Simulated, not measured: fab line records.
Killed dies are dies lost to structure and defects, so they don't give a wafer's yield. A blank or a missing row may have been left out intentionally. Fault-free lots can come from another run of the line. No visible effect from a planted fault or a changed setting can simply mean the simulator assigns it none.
fab line records | flow nandHarc | part 2 of 2: steps 5 to 6 of 6
record: lots: 20 wafers: 60 lastDay: 25
route steps=1159 shown A_SOURCE_PLATE@420 A_CHANNEL_HOLE_D1@465 A_CHANNEL_FILL_D1@493
lots that met no fault: from a run of the same line without faults
startH: start of the lot's first displayed wafer, in hours after the record's first day | waitH: hours from the lot's prior step to this one | " identical to the entry in the row above | L1.1+2: one row covering several wafers at once | - either no value or no given start | * or withheld: withheld | < > ~ a bound
route shown NAME@n: a module of which the file shows steps, and the number in the route of the first | usual: mean/standard deviation of fault-free wafers | same: alike in all rows | chamber/n: place in a boat | sites: per-site readings | _std_site: how widely they spread, as a standard deviation | _edge_site: outer sites' mean less inner sites' | radiusMm: how far each site lies from the wafer's centre | mask NAME#n: copy n | behind: tool/chamber where the wafer was last shaped | hold: the reason the lot was held/the length of the hold in hours/how it ended | device: the n, p or np transistor that did not switch | end of line: the tests these same wafers got at the end of their route | where a step has no rows: the recipe by itself | killed: dies that structure and defects cost at the first sort, which is not the same as the wafer's yield | map: a wafer's dies, marking killed ones x, the rest . and places with no die _
set.NAME: the setting that was run; set.NAME@STEP: the one run at that earlier step | model.NAME: the simulator's own value behind a step, which no gauge read
one table for each step of the route and one row for each wafer, over a sample of lots
services: the hour from which a tool's chamber was out of use, counted from the record's first day as startH (under 0 if before that day), plus the number of hours and why
== steps ==
step: NHARC_A_CHANNEL_HOLE_D1_ETCH_25
recipe: biasV: 5000 sourceW: withheld pressureMtorr: 20 timeS: 1040.2 arFlowSccm: 375 c4f8FlowSccm: 93.8 o2FlowSccm: 31.2 tempC: -20 targetDepthA: 15000 chemistry: C4F8/O2/Ar
usual: drypumpMotorCurrentA: 5.7/0.35 escClampCurrentUA: 0.0214/0.00038 mfcArSccm: 374.9/1.2 showerheadPlenumPTorr: 3.71/0.12 tempC: -20.00/0.11 throttleValvePct: 32.236/0.0095
columns lot.wafer tool chamber startH waitH drypumpMotorCurrentA escClampCurrentUA mfcArSccm rfHoursCounterH showerheadPlenumPTorr tempC throttleValvePct
L076.2 harEtch-02 1 191.97 0.6 6.3 0.0210 374.1 110 3.61 -19.95 32.240
L076.1 " 0 " " 5.4 0.0219 374.4 110 3.87 -20.02 32.247
L076.5 " 1 " " 6.3 0.0211 372.6 - 3.61 -20.02 32.225
L074.1 harEtch-02 1 196.29 0.7 6.2 0.0211 375.3 114 3.61 -20.00 32.245
L074.3 " 0 " " 5.4 0.0219 376.2 - 3.86 -20.08 32.237
L074.4 " 1 " " 6.3 0.0210 375.0 - 3.61 -19.95 32.228
L075.2 harEtch-01 1 196.40 0.6 5.6 0.0215 374.9 189 3.60 -20.09 32.238
L075.6 " 1 " " 5.6 0.0215 373.8 - 3.60 -20.12 32.236
L075.5 " 0 " " 5.6 0.0210 375.9 - 3.82 -19.93 32.230
L077.1 harEtch-02 0 200.30 0.6 5.4 0.0218 375.6 118 3.86 -19.96 32.243
L077.6 " 0 " " 5.4 0.0218 375.2 - 3.86 -19.91 32.236
L077.5 " 1 " " 6.3 0.0210 375.2 - 3.60 -19.95 32.222
L078.1 harEtch-01 1 203.75 0.6 5.7 0.0215 374.6 194 3.60 -19.89 32.241
L078.4 " 0 " " 5.5 0.0210 375.2 - 3.82 -20.06 32.237
L078.5 " 0 " " 5.5 0.0210 374.4 - 3.82 -19.98 32.224
L079.1 harEtch-02 0 204.62 0.7 5.3 0.0218 373.9 122 3.86 -19.93 32.252
L079.3 " 1 " " 6.3 0.0211 375.2 - 3.60 -19.96 32.224
L079.5 " 1 " " 6.3 0.0210 372.8 - 3.60 -19.88 32.223
L081.2 harEtch-02 1 211.07 0.6 6.3 0.0211 375.3 126 3.60 -19.94 32.246
L081.1 " 0 " " 5.4 0.0219 375.3 126 3.86 -20.01 32.244
L081.4 " 0 " " 5.3 0.0219 373.6 - 3.86 -20.01 32.243
L082.2 harEtch-01 0 233.66 0.6 5.6 0.0210 372.7 205 3.81 -20.08 32.221
L082.6 " 0 " " 5.6 0.0210 375.1 - 3.81 -20.09 32.227
L082.5 " 1 " " 5.6 0.0216 374.0 - 3.59 -20.15 32.244
L083.1 harEtch-01 0 237.94 0.7 5.6 0.0211 375.1 209 3.81 -19.96 32.235
L083.4 " 1 " " 5.7 0.0217 375.5 - 3.59 -20.03 32.244
L083.5 " 0 " " 5.6 0.0211 374.3 - 3.81 -19.99 32.254
L086.2 harEtch-02 1 256.40 0.6 6.2 0.0211 374.7 144 3.59 -20.04 32.245
L086.4 " 1 " " 6.2 0.0211 374.9 - 3.59 -19.98 32.224
L086.3 " 0 " " 5.4 0.0220 375.4 - 3.85 -20.05 32.245
L087.2 harEtch-01 1 257.68 0.7 5.7 0.0215 378.1 218 3.59 -19.92 32.230
L087.4 " 1 " " 5.7 0.0216 376.4 - 3.59 -19.78 32.221
L087.5 " 1 " " 5.7 0.0216 375.2 - 3.59 -19.85 32.227
L088.3 harEtch-02 0 261.49 0.7 5.4 0.0220 374.2 - 3.84 -20.17 32.242
L088.5 " 1 " " 6.3 0.0210 373.8 - 3.59 -19.94 32.245
L088.6 " 0 " " 5.4 0.0219 374.7 - 3.84 -20.05 32.245
L089.1 harEtch-02 0 270.16 0.7 5.4 0.0218 374.0 153 3.84 -20.06 32.227
L089.4 " 0 " " 5.4 0.0219 374.1 - 3.84 -20.08 32.233
L089.6 " 0 " " 5.4 0.0219 374.0 - 3.84 -20.24 32.232
L090.1 harEtch-01 1 270.40 0.7 5.6 0.0215 374.4 224 3.58 -19.98 32.238
L090.3 " 1 " " 5.7 0.0216 376.3 - 3.58 -19.99 32.227
L090.6 " 0 " " 5.5 0.0210 376.6 - 3.80 -19.90 32.226
L093.1 harEtch-01 1 291.83 0.6 5.7 0.0217 373.2 231 3.58 -19.93 32.231
L093.3 " 1 " " 5.6 0.0216 375.0 - 3.58 -19.91 32.239
L093.5 " 1 " " 5.6 0.0216 373.7 - 3.58 -19.90 32.205
L091.4 harEtch-01 0 296.27 0.7 5.6 0.0210 374.2 - 3.79 -19.87 32.228
L091.5 " 0 " " 5.6 0.0210 372.8 - 3.80 -19.94 32.253
L091.6 " 1 " " 5.7 0.0217 374.4 - 3.58 -19.85 32.245
L094.2 harEtch-02 1 297.38 0.7 6.2 0.0211 377.0 165 3.58 -19.93 32.231
L094.4 " 0 " " 5.4 0.0219 375.1 - 3.83 -20.01 32.238
L094.3 " 1 " " 6.3 0.0211 374.5 - 3.58 -19.76 32.238
L095.1 harEtch-01 0 300.13 0.6 5.6 0.0210 374.1 239 3.79 -20.00 32.225
L095.2 " 1 " " 5.7 0.0216 374.7 239 3.57 -19.84 32.241
L095.6 " 0 " " 5.6 0.0211 374.1 - 3.79 -20.03 32.233
L096.4 harEtch-02 0 308.23 0.7 5.4 0.0219 376.2 - 3.83 -20.07 32.223
L096.6 " 1 " " 6.3 0.0210 374.4 - 3.58 -19.82 32.239
L096.5 " 0 " " 5.4 0.0220 378.6 - 3.83 -20.06 32.244
L097.2 harEtch-01 1 329.97 0.7 5.6 0.0216 373.8 7 3.57 -19.95 32.240
L097.6 " 0 " " 5.5 0.0210 375.4 - 3.79 -20.07 32.239
L097.5 " 1 " " 5.6 0.0217 374.7 - 3.57 -19.91 32.229
step: NHARC_A_CHANNEL_FILL_D1_ALD_03
recipe: targetThkA: 60 pulseTimeS: 60 aldCycles: 58 tempC: 630 pressureTorr: 2 material: SiNx
usual: precursorPulseHeightRel: 0.999/0.02
same: pulseTimeS: 60
columns lot.wafer tool chamber startH waitH precursorPulseHeightRel
L076.1 aldSinBatch-02 0 - - 0.973
L076.2 " 0 " " 1.031
L076.5 " 0 " " 0.993
L074.1 aldSinBatch-03 0 - - 0.975
L074.3 " 0 " " 0.969
L074.4 " 0 " " 1.007
L075.2 aldSinBatch-03 0 - - 0.985
L075.5 " 0 " " 0.990
L075.6 " 0 " " 1.003
L077.1 aldSinBatch-02 0 - - 1.037
L077.5 " 0 " " 0.981
L077.6 " 0 " " 0.987
L078.1 aldSinBatch-03 0 - - 0.988
L078.4 " 0 " " 1.023
L078.5 " 0 " " 1.020
L079.1 aldSinBatch-03 0 - - 1.013
L079.3 " 0 " " 1.002
L079.5 " 0 " " 0.986
L081.1 aldSinBatch-01 0 - - 0.961
L081.2 " 0 " " 0.987
L081.4 " 0 " " 0.981
L082.2 aldSinBatch-02 0 - - 0.992
L082.5 " 0 " " 1.014
L082.6 " 0 " " 1.006
L083.1 aldSinBatch-01 0 - - 1.018
L083.4 " 0 " " 0.988
L083.5 " 0 " " 0.997
L086.2 aldSinBatch-03 0 - - 0.989
L086.3 " 0 " " 1.004
L086.4 " 0 " " 0.997
L087.2 aldSinBatch-03 0 - - 1.013
L087.4 " 0 " " 0.975
L087.5 " 0 " " 0.983
L088.3 aldSinBatch-01 0 - - 1.022
L088.5 " 0 " " 0.987
L088.6 " 0 " " 0.967
L089.1 aldSinBatch-02 0 - - 0.997
L089.4 " 0 " " 1.008
L089.6 " 0 " " 0.987
L090.1 aldSinBatch-02 0 - - 1.020
L090.3 " 0 " " 0.981
L090.6 " 0 " " 0.989
L093.1 aldSinBatch-03 0 - - 0.997
L093.3 " 0 " " 1.003
L093.5 " 0 " " 0.954
L091.4 aldSinBatch-01 0 - - 1.004
L091.5 " 0 " " 0.985
L091.6 " 0 " " 0.999
L094.2 aldSinBatch-01 0 - - 0.960
L094.3 " 0 " " 1.008
L094.4 " 0 " " 0.969
L095.1 aldSinBatch-01 0 - - 0.995
L095.2 " 0 " " 1.034
L095.6 " 0 " " 0.982
L096.4 aldSinBatch-02 0 - - 0.951
L096.5 " 0 " " 1.014
L096.6 " 0 " " 1.013
L097.2 aldSinBatch-01 0 - - 0.998
L097.5 " 0 " " 0.989
L097.6 " 0 " " 1.007
== services ==
columns tool chamber startH hours kind
rieDiel-08 1 167.63 7.8 repair
rieDiel-08 - 174.69 0.3 repair
rieDiel-08 0 182.88 - clean
rieDiel-08 1 182.88 - clean
rieDiel-08 2 182.88 - clean
rieDiel-08 3 182.88 - clean
rieDiel-08 2 205.30 2.0 repair
rieDiel-08 0 207.40 - clean
rieDiel-08 1 207.40 - clean
rieDiel-08 2 207.40 - clean
rieDiel-07 - 214.35 0.5 repair
rieDiel-07 2 218.54 6.2 repair
rieDiel-01 1 227.85 13.1 repair
rieDiel-07 - 228.87 9.0 pm
rieDiel-08 - 243.84 1.2 repair
rieDiel-01 2 255.05 23.7 repair
aldSinBatch-01 - 277.21 18.7 repair
rieDiel-08 - 278.43 1.9 repair
rieDiel-08 3 295.29 2.4 repair
rieDiel-08 - 301.80 9.0 pm
harEtch-01 - 305.00 17.0 pm
rieDiel-01 3 310.21 17.1 repair
aldSinBatch-03 - 314.00 26.0 pm
rieDiel-01 - 314.81 9.0 pm
